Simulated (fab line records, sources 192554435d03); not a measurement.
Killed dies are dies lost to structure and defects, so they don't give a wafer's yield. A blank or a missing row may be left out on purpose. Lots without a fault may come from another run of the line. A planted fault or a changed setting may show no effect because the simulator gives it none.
One fault seen from 3 desks | flow n5_finfet | each desk has only its own numbers; what lay behind them comes last

THE METROLOGY DESK
What the gauges read, lot by lot, whatever tool the lot ran on: means of the sampled wafers that have a number. A lot is out of limits, marked OUT, if its mean lies more than 4 standard deviations from the usual mean; the brackets give that distance.
Columns: A = cd_nm at N5_PASSIVATION_CD_MEAS_30, usual 3999.9 nm; B = PAD_OVL at N5_PASSIVATION_OVL_MEAS_63, usual 0 nm; C = cd_nm at N5_PASSIVATION_CD_MEAS_44, usual 39999 nm; D = PASS_OPEN_OVL at N5_PASSIVATION_OVL_MEAS_66, usual 3 nm
lot  | first seen here | A      | B  | C     | D
L667 | day 12 20:28    | 3999.6 | -2 | 39998 | 13
L666 | day 12 20:48    | 4002.7 | 4  | 40004 | 1
L670 | day 14 12:25    | 4001.4 | -6 | 40006 | 1
L671 | day 15 00:53    | 3999.5 | -3 | 39997 | 0
L682 | day 16 23:43    | 3995.7 | 10 | 39995 | 3
L685 | day 18 08:58    | 3997.1 | -2 | 39996 | 4
This desk's finding: nothing out of limits on any of the 6 lots.

THE DEFECT DESK
What the inspections along the route counted, lot by lot: means of the sampled wafers that have a number. A lot is out of limits, marked OUT, if its mean lies more than 4 standard deviations from the usual mean; the brackets give that distance.
Columns: A = raw_defect_count at N5_PASSIVATION_INSPECT_64, usual 1.9; B = raw_defect_count at N5_PASSIVATION_INSPECT_67, usual 2.0
lot  | first seen here | A   | B
L667 | day 12 20:31    | 2.7 | 2.7
L666 | day 12 20:52    | 4.0 | 2.3
L670 | day 14 12:28    | 2.7 | 1.7
L671 | day 15 00:56    | 1.0 | 1.3
L682 | day 16 23:46    | 1.7 | 3.0
L685 | day 18 09:01    | 2.3 | 2.3
This desk's finding: nothing out of limits on any of the 6 lots.

THE TOOL OWNER'S DESK: pecvd-01
The tool's own readings at N5_PASSIVATION_PECVD_35 (deposits SiNx from SiH4/NH3/N2, target thk 700 nm, time 151.3 s): means of the sampled wafers that have a number, for each lot that ran on this tool. A lot is out of limits, marked OUT, if its mean lies more than 4 standard deviations from the usual mean; the brackets give that distance.
Columns: A = heater_power_outer_w at N5_PASSIVATION_PECVD_35, usual 213 W; B = heater_power_w at N5_PASSIVATION_PECVD_35, usual 428 W; C = run_length_s at N5_PASSIVATION_PECVD_35, usual 195.2 s; D = showerhead_plenum_p_Torr at N5_PASSIVATION_PECVD_35, usual 8.68 Torr; E = showerhead_vpp_V at N5_PASSIVATION_PECVD_35, usual 2345 V; F = throttle_valve_pct at N5_PASSIVATION_PECVD_35, usual 28.5 %
lot  | first seen here | A   | B   | C               | D    | E    | F
L666 | day 12 22:35    | 241 | 471 | 194.9           | 8.74 | 2386 | 29.3
L670 | day 14 13:44    | 300 | 512 | 183.6 (-17) OUT | 8.67 | 2379 | 28.1
L671 | day 15 02:52    | 281 | 492 | 183.5 (-17) OUT | 8.67 | 2352 | 28.1
This desk's finding: out of limits on L670, L671; first on L670, day 14 13:44 (run_length_s at N5_PASSIVATION_PECVD_35). In limits: L666.

PUT TOGETHER
The tool owner's desk could have raised an alarm at day 14 13:44, on L670, L671.
The metrology desk saw nothing out of limits.
The defect desk saw nothing out of limits.
The metrology desk has L670, L671 on record, within its limits.
The defect desk has L670, L671 on record, within its limits.
Of the lots named, all ran N5_PASSIVATION_PECVD_35 on pecvd-01.

WHAT THE SIMULATOR HAD PUT IN
Process parameter drift: pecvd-01, from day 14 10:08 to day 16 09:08, at N5_PASSIVATION_PECVD_35. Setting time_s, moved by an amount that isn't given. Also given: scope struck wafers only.
Lots struck among those shown: L670, L671.
Hours from the fault's start to each desk's first reading out of limits: the tool owner's desk, 4.
